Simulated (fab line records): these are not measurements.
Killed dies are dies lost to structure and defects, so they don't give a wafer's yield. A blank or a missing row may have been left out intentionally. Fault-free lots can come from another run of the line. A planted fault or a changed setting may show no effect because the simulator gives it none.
The tool behind it: which one? / flow nand_harc / Sampling: 12 lots, 36 wafers, 6 of 1302 route steps

WHAT THE GAUGES SHOWED, per wafer
NHARC_P_CONTACT_CD_MEAS_19.
lot=L075; measured=day 6 08:11; on=cd_sem-01; cd_nm (nm)=89.9 90.1 90.3
lot=L077; measured=day 7 08:20; on=cd_sem-01; cd_nm (nm)=89.8 88.8 88.3
lot=L079; measured=day 8 00:20; on=cd_sem-01; cd_nm (nm)=90.6 92.1 90.6
lot=L081; measured=day 8 19:31; on=cd_sem-01; cd_nm (nm)=88.9 90.0 89.2
lot=L083; measured=day 9 16:58; on=cd_sem-02; cd_nm (nm)=89.2 89.6 89.8
lot=L085; measured=day 10 10:04; on=cd_sem-03; cd_nm (nm)=88.1 90.3 91.5
lot=L087; measured=day 11 10:01; on=cd_sem-01; cd_nm (nm)=90.6 91.0 91.9
lot=L089; measured=day 12 02:01; on=cd_sem-02; cd_nm (nm)=88.8 89.2 89.1
lot=L091; measured=day 12 22:48; on=cd_sem-01; cd_nm (nm)=92.6 89.5 89.7
lot=L093; measured=day 14 00:22; on=cd_sem-01; cd_nm (nm)=90.1 90.3 90.1
lot=L095; measured=day 14 16:46; on=cd_sem-03; cd_nm (nm)=91.0 90.2 90.3
lot=L097; measured=day 15 12:55; on=cd_sem-02; cd_nm (nm)=88.7 89.8 90.0

WHICH TOOL RAN EACH LOT (tool, then ch and the chambers of the sampled wafers, then the start)
lot=L075; NHARC_P_ZERO_WELL_DESCUM_13=rie_diel-04 ch 2,3, day 2 07:31; NHARC_P_ZERO_WELL_RTA_42=rtp_anneal-02 ch 0, day 2 13:28; NHARC_P_GATE_ALD_36=ald_sin-01 ch 1,3, day 5 12:31; NHARC_P_GATE_STRIP_75=plasma_asher-02 ch 0,1, day 5 23:57; NHARC_P_CONTACT_ETCH_31=rie_diel-13 ch 0,2, day 6 08:11 or earlier
lot=L077; NHARC_P_ZERO_WELL_DESCUM_13=rie_diel-01 ch 0,2,3, day 3 03:25; NHARC_P_ZERO_WELL_RTA_42=rtp_anneal-02 ch 0, day 3 09:14; NHARC_P_GATE_ALD_36=ald_sin-02 ch 0,2,3, day 6 14:41; NHARC_P_GATE_STRIP_75=plasma_asher-01 ch 0,1, day 6 23:57; NHARC_P_CONTACT_ETCH_31=rie_diel-02 ch 0,1,3, day 7 08:20 or earlier
lot=L079; NHARC_P_ZERO_WELL_DESCUM_13=rie_diel-09 ch 0,2,3, day 3 23:23; NHARC_P_ZERO_WELL_RTA_42=rtp_anneal-01 ch 0, day 4 04:58; NHARC_P_GATE_ALD_36=ald_sin-03 ch 0,3, day 7 03:55; NHARC_P_GATE_STRIP_75=plasma_asher-01 ch 1, day 7 15:57; NHARC_P_CONTACT_ETCH_31=rie_diel-02 ch 0,1, day 8 00:20 or earlier
lot=L081; NHARC_P_ZERO_WELL_DESCUM_13=rie_diel-09 ch 0,2,3, day 4 21:10; NHARC_P_ZERO_WELL_RTA_42=rtp_anneal-02 ch 0, day 5 02:40; NHARC_P_GATE_ALD_36=ald_sin-01 ch 0,2,3, day 7 23:47; NHARC_P_GATE_STRIP_75=plasma_asher-01 ch 0,1, day 8 11:07; NHARC_P_CONTACT_ETCH_31=rie_diel-13 ch 1,2,3, day 8 19:31 or earlier
lot=L083; NHARC_P_ZERO_WELL_DESCUM_13=rie_diel-01 ch 2,3, day 5 15:16; NHARC_P_ZERO_WELL_RTA_42=rtp_anneal-02 ch 0, day 5 20:58; NHARC_P_GATE_ALD_36=ald_sin-02 ch 0,1,3, day 8 22:24; NHARC_P_GATE_STRIP_75=plasma_asher-02 ch 0,1, day 9 08:35; NHARC_P_CONTACT_ETCH_31=rie_diel-06 ch 1,2,3, day 9 16:58 or earlier
lot=L085; NHARC_P_ZERO_WELL_DESCUM_13=rie_diel-01 ch 0,1,3, day 6 11:23; NHARC_P_ZERO_WELL_RTA_42=rtp_anneal-01 ch 0, day 6 17:03; NHARC_P_GATE_ALD_36=ald_sin-03 ch 1,2,3, day 9 14:09; NHARC_P_GATE_STRIP_75=plasma_asher-02 ch 0,1, day 10 01:38; NHARC_P_CONTACT_ETCH_31=rie_diel-06 ch 0,1,3, day 10 10:04 or earlier
lot=L087; NHARC_P_ZERO_WELL_DESCUM_13=rie_diel-04 ch 1,2,3, day 7 07:17; NHARC_P_ZERO_WELL_RTA_42=rtp_anneal-02 ch 0, day 7 12:56; NHARC_P_GATE_ALD_36=ald_sin-01 ch 1,2, day 10 14:29; NHARC_P_GATE_STRIP_75=plasma_asher-01 ch 0,1, day 11 01:53; NHARC_P_CONTACT_ETCH_31=rie_diel-06 ch 1,2,3, day 11 10:01 or earlier
lot=L089; NHARC_P_ZERO_WELL_DESCUM_13=rie_diel-01 ch 1,2,3, day 8 03:25; NHARC_P_ZERO_WELL_RTA_42=rtp_anneal-01 ch 0, day 8 08:52; NHARC_P_GATE_ALD_36=ald_sin-03 ch 1,2,3, day 11 07:33; NHARC_P_GATE_STRIP_75=plasma_asher-01 ch 0,1, day 11 17:54; NHARC_P_CONTACT_ETCH_31=rie_diel-06 ch 2,3, day 12 02:01 or earlier
lot=L091; NHARC_P_ZERO_WELL_DESCUM_13=rie_diel-09 ch 0,1,3, day 8 23:24; NHARC_P_ZERO_WELL_RTA_42=rtp_anneal-01 ch 0, day 9 04:48; NHARC_P_GATE_ALD_36=ald_sin-03 ch 0,2,3, day 12 03:07; NHARC_P_GATE_STRIP_75=plasma_asher-01 ch 0,1, day 12 14:29; NHARC_P_CONTACT_ETCH_31=rie_diel-02 ch 0,1,3, day 12 22:48 or earlier
lot=L093; NHARC_P_ZERO_WELL_DESCUM_13=rie_diel-04 ch 0,1, day 9 19:53; NHARC_P_ZERO_WELL_RTA_42=rtp_anneal-01 ch 0, day 10 01:36; NHARC_P_GATE_ALD_36=ald_sin-03 ch 0,2,3, day 13 07:06; NHARC_P_GATE_STRIP_75=plasma_asher-01 ch 0,1, day 13 16:14; NHARC_P_CONTACT_ETCH_31=rie_diel-13 ch 0,1, day 14 00:22 or earlier
lot=L095; NHARC_P_ZERO_WELL_DESCUM_13=rie_diel-09 ch 0,3, day 10 15:25; NHARC_P_ZERO_WELL_RTA_42=rtp_anneal-01 ch 0, day 10 21:02; NHARC_P_GATE_ALD_36=ald_sin-03 ch 0,1,3, day 13 22:11; NHARC_P_GATE_STRIP_75=plasma_asher-02 ch 0,1, day 14 08:24; NHARC_P_CONTACT_ETCH_31=rie_diel-02 ch 0,2, day 14 16:46 or earlier
lot=L097; NHARC_P_ZERO_WELL_DESCUM_13=rie_diel-01 ch 0,1,3, day 11 11:19; NHARC_P_ZERO_WELL_RTA_42=rtp_anneal-02 ch 0, day 11 17:02; NHARC_P_GATE_ALD_36=ald_sin-02 ch 0,2,3, day 14 16:46; NHARC_P_GATE_STRIP_75=plasma_asher-01 ch 0, day 15 04:02; NHARC_P_CONTACT_ETCH_31=rie_diel-02 ch 0,2,3, day 15 12:55 or earlier
- NHARC_P_ZERO_WELL_DESCUM_13: chemistry O2, time 3 s.
- NHARC_P_ZERO_WELL_RTA_42: time 300 s.
- NHARC_P_GATE_ALD_36: deposits SiNx, target thk 20 nm, pulse time 60 s, ald cycles 223.
- NHARC_P_GATE_STRIP_75: strips in O2.
- NHARC_P_CONTACT_ETCH_31: etches the open film in CH3F/O2, target depth 30 nm, time 85.7 s.

THE ANSWER, worked out from the rows above alone
Rule: usual is defined by the lots themselves. The widest of any qualifying gaps counts: lots, ordered by their means at a reading, are off when they make up no more than a third of the lots, leave a main group of 4 or more, and stand apart from it by 3 or more times the standard deviation of that group's means. The tables above print the reading to a certain number of digits; a main group whose means all agree to those digits is not used. Also off: a lot with no number at a reading for which 4 or more lots have one. Where the step has rows for the other lots, those lots are counted as sound.
No lot is off on any of the readings shown, so nothing can be concluded from this.

WHAT HAD BEEN PUT IN BY THE SIMULATOR
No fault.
